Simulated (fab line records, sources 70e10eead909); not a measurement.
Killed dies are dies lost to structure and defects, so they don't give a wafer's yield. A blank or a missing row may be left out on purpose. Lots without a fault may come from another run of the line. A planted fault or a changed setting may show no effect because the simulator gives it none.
fab line records | flow nand_harc
record lots=6 wafers=18 last_day=24
route steps=1159 shown P_M2@329 P_BONDPAD@351 END@1159
lots that met no fault: from a run of the same line without faults
start_h: hours from the record's first day to the start of the lot's first wafer shown | wait_h: hours since the lot's step before | " the same as in the row above | L1.1+2: a row that stands for several wafers | - no value, or no start given | * or withheld: withheld | < > ~ a bound
route shown NAME@n: a module of which the file shows steps, and the number in the route of the first | usual: mean/standard deviation of fault-free wafers | same: alike in all rows | chamber/n: place in a boat | sites: the reading at each site | _std_site: their standard deviation | _edge_site: outer sites' mean less inner sites' | radius_mm: how far each site lies from the wafer's centre | mask NAME#n: copy n | behind: the tool/chamber that last shaped the wafer | hold: why the lot was held/for how many hours/how that ended | device: the transistor (n, p or np) that didn't switch | end of line: the same wafers' tests at the end of the route | a step without rows: its recipe alone | killed: dies lost to structure and defects at the first sort, not the wafer's yield | map: a wafer's dies, x killed, . not, _ none there
set.NAME: the setting as run; set.NAME@STEP: as run at that earlier step | model.NAME: the simulator's own value behind a step, which no gauge read
lots at some steps of the route; a table a step, a row a wafer
services: from which hour (start_h, from the record's first day; less than 0 if before it) a tool's chamber was out of use, for how many hours, and why
## steps
# step NHARC_P_M2_OVL_MEAS_10
# recipe pitch_nm=340
# usual overlay_x_nm=-0.2/1 overlay_y_nm=0.2/0.98
# columns lot.wafer tool chamber start_h wait_h overlay_x_nm overlay_y_nm
L731.1 overlay-01 - 125.83 - 0.4 0.8
L731.3 " - " " 0.1 0.8
L731.6 " - " " -0.1 0.9
L732.1 overlay-01 - 135.47 - -1.4 0.7
L732.2 " - " " -1.3 0.4
L732.5 " - " " -1.6 1.1
L733.1 overlay-01 - 140.14 - 0.3 -1.1
L733.3 " - " " -0.6 -1.2
L733.6 " - " " -0.2 -1.5
L734.3 overlay-01 - 143.03 - 0.3 0.7
L734.5 " - " " 0.6 0.7
L734.6 " - " " 0.5 0.5
L737.1 overlay-01 - 163.39 - 0.7 -0.1
L737.2 " - " " 0.9 -0.5
L737.6 " - " " 0.5 -0.5
L752.2 overlay-02 - 249.50 - 1.3 -0.1
L752.3 " - " " 1.5 0.3
L752.6 " - " " 0.8 0.4
# step NHARC_P_M2_INSPECT_11
# usual raw_defect_count=4.1/2.4
# columns lot.wafer tool chamber start_h wait_h raw_defect_count
L731.1 defect_inspect-02 - 125.86 0.0 2
L731.3 " - " " 3
L731.6 " - " " 9
L732.1 defect_inspect-02 - 135.50 0.0 10
L732.2 " - " " 2
L732.5 " - " " 5
L733.1 defect_inspect-01 - 140.17 0.0 5
L733.3 " - " " 6
L733.6 " - " " 4
L734.3 defect_inspect-02 - 143.07 0.0 2
L734.5 " - " " 5
L734.6 " - " " 4
L737.1 defect_inspect-01 - 163.42 0.0 3
L737.2 " - " " 3
L737.6 " - " " 5
L752.2 defect_inspect-02 - 249.54 0.0 1
L752.3 " - " " 4
L752.6 " - " " 3
# step NHARC_P_M2_DESCUM_14
# recipe time_s=3 o2_flow_sccm=200 ar_flow_sccm=0 bias_power_w=0 chemistry=O2
# step NHARC_P_M2_ETCH_35
# recipe target_depth_a=400 overetch_a=120 time_s=43.94 ion_energy_ev=200 n2_flow_sccm=150 h2_flow_sccm=150 ar_flow_sccm=0 rf_w=400 bias_w=150 chemistry=N2/H2
# step NHARC_P_M2_ETCH_15
# recipe target_depth_a=1825 time_s=91.2 c4f8_flow_sccm=withheld ar_flow_sccm=400 rf_w=600 bias_w=300 chemistry=C4F8/Ar
# step NHARC_P_M2_CD_MEAS_16
# usual cd_nm=169.8/0.55
# columns lot.wafer tool chamber start_h wait_h cd_nm
L731.1 cd_sem-02 - 126.23 - 169.9
L731.3 " - " " 170.2
L731.6 " - " " 170.1
L732.1 cd_sem-03 - 135.87 - 170.6
L732.2 " - " " 170.5
L732.5 " - " " 170.5
L733.1 cd_sem-02 - 140.56 - 170.2
L733.3 " - " " 170.3
L733.6 " - " " 168.9
L734.3 cd_sem-01 - 143.44 - 169.8
L734.5 " - " " 169.9
L734.6 " - " " 169.6
L737.1 cd_sem-01 - 163.79 - 170.0
L737.2 " - " " 170.1
L737.6 " - " " 170.1
L752.2 cd_sem-03 - 249.90 - 169.9
L752.3 " - " " 169.2
L752.6 " - " " 170.6
# step NHARC_P_M2_STRIP_18
# recipe power_w=1000 n2_flow_sccm=150 h2_flow_sccm=150 ar_flow_sccm=0 bias_w=0 chemistry=N2/H2
# usual drypump_motor_current_A=6.02/0.29 oes_product_au=1.000/0.0069 rf_vpp_V=90.6/1.1 showerhead_plenum_p_Torr=2.03/0.096 throttle_valve_pct=14.173/0.0089
# columns lot.wafer tool chamber start_h wait_h drypump_motor_current_A oes_product_au rf_hours_counter_h rf_vpp_V showerhead_plenum_p_Torr throttle_valve_pct
L731.1 rie_diel-04 1 126.33 0.1 5.62 1.001 0 92.2 2.03 14.178
L731.3 " 2 " " 6.22 0.996 0 90.4 2.03 14.178
L731.6 " 0 " " 6.25 1.008 - 88.9 1.90 14.173
L732.1 rie_diel-03 2 135.94 0.1 6.20 0.999 17 89.7 1.91 14.177
L732.2 " 3 " " 6.52 1.002 17 91.4 2.03 14.178
L732.5 " 3 " " 6.53 1.006 - 90.1 2.03 14.169
L733.1 rie_diel-04 0 140.66 0.1 6.22 0.996 0 89.4 1.90 14.172
L733.3 " 2 " " 6.22 1.000 0 89.9 2.03 14.167
L733.6 " 0 " " 6.23 1.006 - 90.0 1.90 14.178
L734.3 rie_diel-04 0 143.53 0.1 6.25 1.012 1 90.4 1.90 14.183
L734.5 " 3 " " 5.80 1.021 - 90.9 2.18 14.176
L734.6 " 0 " " 6.24 0.997 - 90.3 1.90 14.178
L737.2 rie_diel-03 0 163.89 0.1 5.93 0.992 20 90.6 2.03 14.166
L737.1 " 1 " " 5.72 0.996 20 91.3 2.15 14.164
L737.6 " 0 " " 5.95 1.001 - 90.7 2.03 14.179
L752.3 rie_diel-03 2 250.01 0.1 6.19 0.994 4 90.6 1.91 14.180
L752.2 " 3 " " 6.57 1.011 4 91.2 2.02 14.160
L752.6 " 2 " " 6.17 1.008 - 91.1 1.91 14.167
# step NHARC_P_M2_ETCH_28
# recipe target_depth_a=300 over_etch_frac=0.3 time_s=72.99 ion_energy_ev=150 cf4_flow_sccm=50 n2_flow_sccm=100 ar_flow_sccm=150 rf_w=300 bias_w=100 chemistry=CF4/N2
# step NHARC_P_M2_STRIP_19
# recipe time_s=600 temp_c=30 chemistry=post_etch_residue_remover
# step NHARC_P_M2_DEGAS_29
# recipe temp_c=250 time_s=60
# step NHARC_P_M2_PRE_CLEAN_30
# recipe time_s=30 temp_c=280 gas=H2/He
# step NHARC_P_M2_PVD_20
# recipe target_thk_a=50 bias_v=168.6 power_w=15000 chamber_pressure_pa=0.12 time_s=8.06 substrate_temp_c=50 material=TaN
# step NHARC_P_M2_PVD_21
# recipe target_thk_a=300 chamber_pressure_pa=5 power_w=5000 substrate_temp_c=30 time_s=20.49 material=Cu
# usual substrate_temp_c=29.99/0.11 throttle_valve_pct=30.0/0.78
# columns lot.wafer tool chamber start_h wait_h substrate_temp_c throttle_valve_pct
L731.1 pvd_sputter-01 - 127.16 - 30.07 29.7
L731.3 " - " " 29.94 29.7
L731.6 " - " " 30.03 29.5
L732.2 pvd_sputter-02 - 136.80 - 29.89 28.2
L732.1 " - " " 29.96 31.0
L732.5 " - " " 29.82 28.2
L733.1 pvd_sputter-03 - 141.50 - 30.25 29.8
L733.3 " - " " 29.91 29.3
L733.6 " - " " 29.85 30.8
L734.3 pvd_sputter-03 - 144.39 - 29.97 30.5
L734.6 " - " " 29.99 29.8
L734.5 " - " " 30.22 30.6
L737.2 pvd_sputter-03 - 164.75 - 29.89 30.2
L737.1 " - " " 29.94 30.7
L737.6 " - " " 30.11 29.5
L752.2 pvd_sputter-01 - 251.01 - 29.90 30.5
L752.3 " - " " 30.04 29.5
L752.6 " - " " 29.92 30.3
# step NHARC_P_M2_ECD_22
# recipe target_thk_a=4000 bath_temp_c=25 material=Cu
# step NHARC_P_M2_ANNEAL_31
# recipe temp_c=225 time_s=90
# step NHARC_P_M2_CMP_23
# recipe t_overpolish_s=20 target_thk_nm=144.3
# usual motor_current_A=11.9/1.3 time_to_endpoint_s=28.9/2
# columns lot.wafer tool chamber start_h wait_h motor_current_A time_to_endpoint_s
L731.3 cmp-02 3 128.05 - 12.0 30.5
L731.1 " 0 " " 12.9 25.7
L731.6 " 2 " " 10.5 25.9
L732.2 cmp-02 0 137.69 - 12.1 27.4
L732.1 " 2 " " 10.7 27.8
L732.5 " 3 " " 12.6 30.7
L733.1 cmp-01 2 142.51 - 11.4 29.1
L733.3 " 0 " " 11.3 29.4
L733.6 " 2 " " 12.4 28.4
L734.3 cmp-04 3 145.27 - 12.3 28.6
L734.5 " 2 " " 12.7 28.3
L734.6 " 3 " " 11.4 28.1
L737.2 cmp-02 2 165.69 - 10.4 25.8
L737.1 " 3 " " 12.8 28.3
L737.6 " 0 " " 12.5 27.1
L752.3 cmp-02 2 252.13 - 11.0 26.8
L752.2 " 1 " " 10.7 27.2
L752.6 " 2 " " 10.9 30.3
# step NHARC_P_M2_SRD_25
# step NHARC_P_M2_PRE_CLEAN_32
# recipe time_s=12 temp_c=370 rf_power_w=300 gas=NH3
# usual heater_power_w=616/76
# columns lot.wafer tool chamber start_h wait_h heater_power_w
L731.1 pecvd-03 1 128.59 0.1 727
L731.3 " 2 " " 672
L731.6 " 1 " " 686
L732.2 pecvd-04 2 138.21 0.1 635
L732.1 " 0 " " 519
L732.5 " 2 " " 629
L733.1 pecvd-02 1 143.02 0.1 615
L733.3 " 2 " " 692
L733.6 " 0 " " 652
L734.3 pecvd-04 2 145.81 0.1 556
L734.6 " 0 " " 463
L734.5 " 2 " " 549
L737.1 pecvd-02 2 166.17 0.1 777
L737.2 " 1 " " 560
L737.6 " 0 " " 553
L752.3 pecvd-03 0 252.68 0.1 725
L752.2 " 2 " " 655
L752.6 " 0 " " 732
# step NHARC_P_M2_DEP_33
# recipe target_thk_a=300 temp_c=370 target_thk_nm=30 pressure_torr=3 flow_sccm=200 rf_w=450 material=SiCN
# usual heater_power_w=576/76 showerhead_vpp_V=1330/60
# columns lot.wafer tool chamber start_h wait_h heater_power_w showerhead_vpp_V
L731.1 pecvd-03 1 128.70 0.1 654 1285
L731.3 " 2 " " 615 1354
L731.6 " 1 " " 649 1268
L732.2 pecvd-04 2 138.32 0.1 601 1272
L732.1 " 0 " " 442 1427
L732.5 " 2 " " 596 1265
L733.1 pecvd-02 1 143.10 0.1 604 1411
L733.3 " 2 " " 657 1367
L733.6 " 0 " " 584 1342
L734.3 pecvd-04 2 145.95 0.1 610 1308
L734.6 " 0 " " 478 1389
L734.5 " 2 " " 593 1274
L737.1 pecvd-02 2 166.25 0.1 695 1369
L737.2 " 1 " " 569 1399
L737.6 " 0 " " 560 1361
L752.3 pecvd-03 0 252.76 0.1 536 1223
L752.2 " 2 " " 613 1327
L752.6 " 0 " " 546 1272
# step NHARC_P_BONDPAD_DEP_00
# recipe target_thk_a=2500 temp_c=370 target_thk_nm=250 pressure_torr=3 flow_sccm=200 rf_w=450 material=SiCN
# step NHARC_P_BONDPAD_CMP_32
# recipe target_thk_nm=200 material=SiCN
# step NHARC_P_BONDPAD_THK_MEAS_33
# recipe thk_meas_gauge=ellipsometry
# usual thk_nm=200.1/1.5
# columns lot.wafer tool chamber start_h wait_h thk_nm
L731.1 film_metro-01 - 129.73 0.2 201.6
L731.3 " - " " 200.0
L731.6 " - " " 201.1
L732.1 film_metro-01 - 139.35 0.2 201.6
L732.2 " - " " 202.5
L732.5 " - " " 203.4
L733.1 film_metro-01 - 144.20 0.2 199.7
L733.3 " - " " 199.1
L733.6 " - " " 199.3
L734.3 film_metro-02 - 146.97 0.2 202.7
L734.5 " - " " 199.4
L734.6 " - " " 200.9
L737.1 film_metro-02 - 167.33 0.2 198.3
L737.2 " - " " 199.4
L737.6 " - " " 202.9
L752.2 film_metro-01 - 253.97 0.2 201.3
L752.3 " - " " 199.8
L752.6 " - " " 200.4
# step NHARC_P_BONDPAD_SRD_34
# step NHARC_P_BONDPAD_DEHYDRATE_01
# recipe temp_c=150 time_s=120
# step NHARC_P_BONDPAD_HMDS_02
# recipe time_s=30
# step NHARC_P_BONDPAD_COAT_36
# recipe temp_c=200 time_s=65
# step NHARC_P_BONDPAD_COAT_03
# recipe spin_rpm=2000 resist_thk_nm=600
# step NHARC_P_BONDPAD_SOFTBAKE_04
# recipe temp_c=125 time_s=70
# step NHARC_P_BONDPAD_EBR_05
# step NHARC_P_BONDPAD_EXPOSE_06
# recipe na=0.55 dose_mj=37.06 mask_id=P_BPAD
# step NHARC_P_BONDPAD_PEB_07
# recipe peb_temp_c=128 peb_time_s=80
# step NHARC_P_BONDPAD_DEVELOP_08
# recipe time_s=50 dev_temp_c=22
# step NHARC_P_BONDPAD_CD_MEAS_09
# recipe target_cd_nm=500 landing_energy_ev=500
# usual cd_nm=499.5/1.2
# columns lot.wafer tool chamber start_h wait_h cd_nm
L731.1 cd_sem-01 0 130.30 - 498.8
L731.3 " 0 " " 497.8
L731.6 " 0 " " 496.7
L732.1 cd_sem-01 0 139.92 - 501.2
L732.2 " 0 " " 501.2
L732.5 " 0 " " 502.3
L733.1 cd_sem-02 0 144.65 - 498.2
L733.3 " 0 " " 498.7
L733.6 " 0 " " 500.9
L734.3 cd_sem-03 0 147.54 - 498.8
L734.5 " 0 " " 498.2
L734.6 " 0 " " 497.7
L737.1 cd_sem-01 0 167.91 - 498.8
L737.2 " 0 " " 496.8
L737.6 " 0 " " 498.5
L752.2 cd_sem-02 0 254.55 - 500.4
L752.3 " 0 " " 501.4
L752.6 " 0 " " 500.1
# step NHARC_P_BONDPAD_OVL_MEAS_38
# usual overlay_x_nm=0/5.9 overlay_y_nm=-2/4.8
# columns lot.wafer tool chamber start_h wait_h overlay_x_nm overlay_y_nm
L731.1 overlay-01 - 130.39 - -10 -4
L731.3 " - " " -11 -5
L731.6 " - " " -10 -5
L732.1 overlay-02 - 140.00 - 2 9
L732.2 " - " " 1 9
L732.5 " - " " 1 9
L733.1 overlay-01 - 144.74 - -3 -6
L733.3 " - " " -3 -6
L733.6 " - " " -3 -6
L734.3 overlay-02 - 147.62 - -14 0
L734.5 " - " " -14 0
L734.6 " - " " -13 -1
L737.1 overlay-02 - 168.01 - -2 0
L737.2 " - " " -2 0
L737.6 " - " " -2 -1
L752.2 overlay-02 - 254.64 - -1 -4
L752.3 " - " " -1 -5
L752.6 " - " " -1 -5
# step NHARC_P_BONDPAD_HARDBAKE_10
# recipe temp_c=118 time_s=65
# step NHARC_P_BONDPAD_DESCUM_11
# recipe time_s=3 o2_flow_sccm=200 ar_flow_sccm=0 bias_power_w=0 chemistry=O2
# step NHARC_P_BONDPAD_ETCH_37
# recipe target_depth_a=600 overetch_a=180 time_s=65.91 ion_energy_ev=200 n2_flow_sccm=150 h2_flow_sccm=150 ar_flow_sccm=0 rf_w=400 bias_w=150 chemistry=N2/H2
# usual drypump_motor_current_A=5.5/0.44 oes_product_au=1.004/0.0073 rf_vpp_V=433.9/2 showerhead_plenum_p_Torr=2.16/0.071 throttle_valve_pct=14.173/0.0092
# columns lot.wafer tool chamber start_h wait_h drypump_motor_current_A oes_product_au rf_hours_counter_h rf_vpp_V showerhead_plenum_p_Torr throttle_valve_pct
L731.1 rie_diel-11 3 130.61 0.1 5.6 1.017 11 435.9 2.21 14.170
L731.3 " 1 " " 5.6 1.017 11 433.0 2.17 14.168
L731.6 " 3 " " 5.7 1.007 - 435.3 2.21 14.152
L732.1 rie_diel-11 2 140.21 0.1 4.6 1.009 12 436.2 2.19 14.156
L732.2 " 0 " " 5.5 1.001 12 436.0 2.20 14.157
L732.5 " 3 " " 5.6 1.004 - 436.0 2.21 14.164
L733.3 rie_diel-11 0 144.95 0.1 5.5 0.995 12 435.2 2.20 14.165
L733.1 " 1 " " 5.6 1.006 13 433.7 2.17 14.170
L733.6 " 0 " " 5.5 1.004 - 433.7 2.20 14.179
L734.3 rie_diel-11 3 147.87 0.1 5.6 1.005 13 435.5 2.21 14.181
L734.5 " 3 " " 5.7 0.994 - 436.5 2.21 14.171
L734.6 " 0 " " 5.5 0.997 - 434.6 2.20 14.174
L737.2 rie_diel-06 1 168.26 0.1 6.4 1.003 33 427.6 1.91 14.170
L737.1 " 2 " " 5.8 1.014 33 433.1 2.16 14.193
L737.6 " 1 " " 6.4 0.997 - 427.3 1.91 14.167
L752.3 rie_diel-11 1 254.87 0.1 5.7 1.012 5 433.4 2.17 14.185
L752.2 " 2 " " 4.7 1.020 5 434.7 2.19 14.171
L752.6 " 1 " " 5.7 1.013 - 432.6 2.17 14.165
# step NHARC_P_BONDPAD_ETCH_12
# recipe target_depth_a=2000 time_s=100 chf3_flow_sccm=50 o2_flow_sccm=10 ar_flow_sccm=200 rf_w=500 bias_w=200 chemistry=CHF3/O2
# step NHARC_P_BONDPAD_CD_MEAS_13
# usual cd_nm=499.1/1.3
# columns lot.wafer tool chamber start_h wait_h cd_nm
L731.1 cd_sem-01 - 130.97 - 497.9
L731.3 " - " " 496.5
L731.6 " - " " 495.9
L732.1 cd_sem-03 - 140.44 - 500.8
L732.2 " - " " 500.6
L732.5 " - " " 501.2
L733.1 cd_sem-02 - 145.18 - 497.3
L733.3 " - " " 497.4
L733.6 " - " " 499.8
L734.3 cd_sem-02 - 148.11 - 497.9
L734.5 " - " " 496.6
L734.6 " - " " 496.8
L737.1 cd_sem-03 - 168.49 - 499.2
L737.2 " - " " 496.9
L737.6 " - " " 499.1
L752.2 cd_sem-03 - 255.11 - 500.9
L752.3 " - " " 501.0
L752.6 " - " " 500.6
# step NHARC_END_SORT_01
# recipe temp_c=25
# usual defect_limited_yield=95.4/1.6 killed_at_array=27/11 killed_at_other=0.8/1.4 killed_at_periphery=3.3/2 killed_dies=31/11 killed_open=3.4/1.8 killed_short=2.1/1.3 sort_bin_2_pct=1.4/0.7 sort_bin_3_pct=0.24/0.21 sort_bin_4_pct=2.9/1 sort_n_pass=646/11 sort_rim_yield_pct=95.4/2.8 sort_yield_pct=95.4/1.6
# same gross_dies=677 sort_bin_5_pct[%]=0 sort_bin_6_pct[%]=0 sort_bin_7_pct[%]=0 sort_bin_8_pct[%]=0 sort_rim_n_gross=106.00
# columns lot.wafer tool chamber start_h wait_h defect_limited_yield[%] killed_at_array killed_at_other killed_at_periphery killed_dies killed_open killed_short sort_bin_2_pct[%] sort_bin_3_pct[%] sort_bin_4_pct[%] sort_n_pass sort_rim_yield_pct[%] sort_yield_pct[%]
L733.1 prober-02 0 462.56 2.5 95.9 24 0 4 28 1 1 0.9 0.30 3.0 649 97.2 95.9
L733.3 prober-02 0 464.16 3.1 94.2 34 3 2 39 6 1 1.3 0.30 4.1 638 95.3 94.2
L733.6 prober-02 0 466.56 4.0 95.3 28 1 3 32 6 1 1.6 0.15 3.0 645 100.0 95.3
L734.3 prober-02 0 472.03 3.1 90.7 19 0 44 63 4 2 4.1 1.18 4.0 614 84.9 90.7
L734.5 prober-02 0 473.66 3.8 91.7 18 0 38 56 1 3 3.7 1.62 3.0 621 87.7 91.7
L734.6 prober-02 0 474.47 4.1 90.8 17 0 45 62 6 4 2.5 2.07 4.6 615 85.8 90.8
L737.1 prober-02 0 478.28 2.5 90.8 19 0 43 62 2 2 4.1 1.33 3.7 615 85.8 90.8
L737.2 prober-02 0 479.09 2.8 90.3 23 0 43 66 2 1 4.6 1.62 3.5 611 82.1 90.3
L737.6 prober-02 0 482.32 4.0 86.1 14 0 80 94 3 1 5.6 2.51 5.8 583 97.2 86.1
# killed by level:class
L733.1 A_CHANNEL_HOLE_D1:chamber_film_flake=13 A_STAIRCASE:chamber_film_flake=7 P_ZERO_WELL:chamber_film_flake=2 P_M0:geometric_particle:open=1 A_WL_FILL:geometric_particle:short=1 P_GATE:chamber_film_flake=1 A_ZERO_WELL:chamber_film_flake=1 A_SLIT:chamber_film_flake=1
L733.3 A_CHANNEL_HOLE_D1:chamber_film_flake=15 A_STAIRCASE:chamber_film_flake=8 A_CONTACT:geometric_particle:open=2 A_M0:geometric_particle:open=2 P_ZERO_WELL:chamber_film_flake=2 A_ZERO_WELL:chamber_film_flake=2 A_CONTACT:chamber_film_flake=2 THIN_TSV:chamber_film_flake=2
L733.6 A_CHANNEL_HOLE_D1:chamber_film_flake=14 A_STAIRCASE:chamber_film_flake=6 A_CONTACT:chamber_film_flake=2 P_M0:geometric_particle:open=1 P_M1:geometric_particle:open=1 A_ONON_D1:geometric_particle:open=1 A_WL_FILL:geometric_particle:short=1 A_WL_FILL:geometric_particle:open=1
L734.3 P_M2:unspecified=41 A_SLIT:chamber_film_flake=9 A_CHANNEL_HOLE_D1:chamber_film_flake=3 A_CONTACT:chamber_film_flake=3 P_CONTACT:geometric_particle:open=1 P_CONTACT:geometric_particle:short=1 A_ONON_D1:geometric_particle:open=1 A_CONTACT:geometric_particle:open=1
L734.5 P_M2:unspecified=37 A_SLIT:chamber_film_flake=12 A_WL_FILL:geometric_particle:short=2 A_SGD_CUT:geometric_particle:short=1 A_M1:geometric_particle:open=1 P_GATE:chamber_film_flake=1 A_CHANNEL_FILL_D1:chamber_film_flake=1 A_CONTACT:chamber_film_flake=1
L734.6 P_M2:unspecified=42 A_SLIT:chamber_film_flake=3 A_ONON_D1:geometric_particle:open=2 A_ONON_D1:geometric_particle:short=2 A_CHANNEL_HOLE_D1:chamber_film_flake=2 A_CONTACT:chamber_film_flake=2 P_M0:geometric_particle:short=1 A_SGD_CUT:geometric_particle:open=1
L737.1 P_M2:unspecified=42 A_CHANNEL_HOLE_D1:chamber_film_flake=12 A_CONTACT:chamber_film_flake=2 A_ONON_D1:geometric_particle:short=1 A_ONON_D1:geometric_particle:open=1 A_SGD_CUT:geometric_particle:open=1 A_M0:geometric_particle:short=1 P_GATE:chamber_film_flake=1
L737.2 P_M2:unspecified=41 A_CHANNEL_HOLE_D1:chamber_film_flake=16 P_GATE:chamber_film_flake=2 A_CONTACT:chamber_film_flake=2 A_CHANNEL_FILL_D1:geometric_particle:short=1 A_WL_FILL:geometric_particle:open=1 A_M0:geometric_particle:open=1 A_ZERO_WELL:chamber_film_flake=1
L737.6 P_M2:unspecified=74 A_CHANNEL_HOLE_D1:chamber_film_flake=9 P_GATE:geometric_particle:open=2 P_GATE:chamber_film_flake=2 A_ZERO_WELL:chamber_film_flake=2 A_ONON_D1:geometric_particle:open=1 A_CHANNEL_HOLE_D1:geometric_particle:short=1 P_ZERO_WELL:chamber_film_flake=1
# map L734.3 (x killed, . not)
____________.____________
_________......._________
_______..........._______
______.............______
_____..............._____
____.................____
____......xx.........____
___...................___
___xx.xx..............___
__.xx..................__
__.xxx................x__
_......................x_
_............x........x._
_x.x.x.x............x.xx_
_...................xxxx_
_....................xxx_
..x.................xxxxx
.....................xxxx
....................xxxxx
...x.................xxxx
....................xxxxx
_......................x_
_....................x.x_
_.....................xx_
_..x..........x........._
_......................._
__.....................__
__.....................__
___.............x.....___
___...................___
____.................____
____.................____
_____..............x_____
______.............______
_______..........._______
_________......._________
____________.____________
# map L737.6 (x killed, . not)
____________.____________
_________......._________
_______..........._______
______.............______
_____......x........_____
____.................____
____.................____
___...................___
___x..................___
__.....................__
__.............x.......__
_......................._
_......................._
_.........x............._
_......................._
_......................._
.........................
........x.x.....x........
........x..x.............
.........xx..............
..........x..............
_....x....xx............_
_............x.xx......._
_......x.x....xx........_
_x......x...xxxxx......._
_......x....xxxxxx......_
__..........xxxxxx.....__
__........xxxxxxx.x.x..__
___.......xxxxxxxx....___
___........xxxxxxxx...___
____......xxxxxxxxx..____
____.......x.xxxxx...____
_____......xxxxx...._____
______.....xx.x.xx.______
_______.....x.x..._______
_________......._________
____________.____________
## services
# columns tool chamber start_h hours kind
rie_diel-11 2 109.19 7.4 repair
rie_diel-04 3 109.41 4.2 repair
pecvd-03 - 111.00 13.0 pm
rie_diel-04 - 111.90 9.0 pm
pecvd-02 1 114.90 4.8 repair
pvd_sputter-03 - 127.02 8.8 repair
cmp-02 - 128.50 4.0 pm
rie_diel-04 - 132.18 0.6 repair
rie_diel-11 2 149.65 5.6 repair
pecvd-02 - 153.00 13.0 pm
cmp-02 - 153.24 1.5 repair
rie_diel-03 2 167.77 5.8 repair
rie_diel-03 - 177.99 0.4 repair
rie_diel-03 - 180.99 1.2 repair
pecvd-03 0 183.31 11.8 repair
rie_diel-04 3 183.92 15.8 repair
rie_diel-04 1 186.55 5.8 repair
rie_diel-11 - 189.50 9.0 pm
pecvd-04 - 195.13 13.0 pm
cmp-02 - 206.34 1.3 repair
pecvd-04 - 218.13 2.0 repair
pecvd-03 2 223.25 12.0 repair
cmp-02 - 226.59 4.0 pm
pecvd-02 2 250.50 6.7 repair
## key
first_sign step=NHARC_END_SORT_01 reading=killed_at_periphery direction=up sigmas=23 usual=3.3 struck=48.8
effect step=NHARC_END_SORT_01 reading=defect_limited_yield direction=down sigmas=3.4 usual=95.4 struck=90.1
more_kills_born_at NHARC_P_M2_PVD_21@pvd_sputter-03=277
met_at NHARC_P_M2_PVD_21
struck_wafers L734.3,L734.5,L734.6,L737.1,L737.2,L737.6
onset_between 141.50 144.39
fault kind=chamber_particle_source tool=pvd_sputter-03 chamber=- onset_h=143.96 steps=NHARC_P_M2_PVD_21 rate_per_visit_cm2=0.53124 end_h=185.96
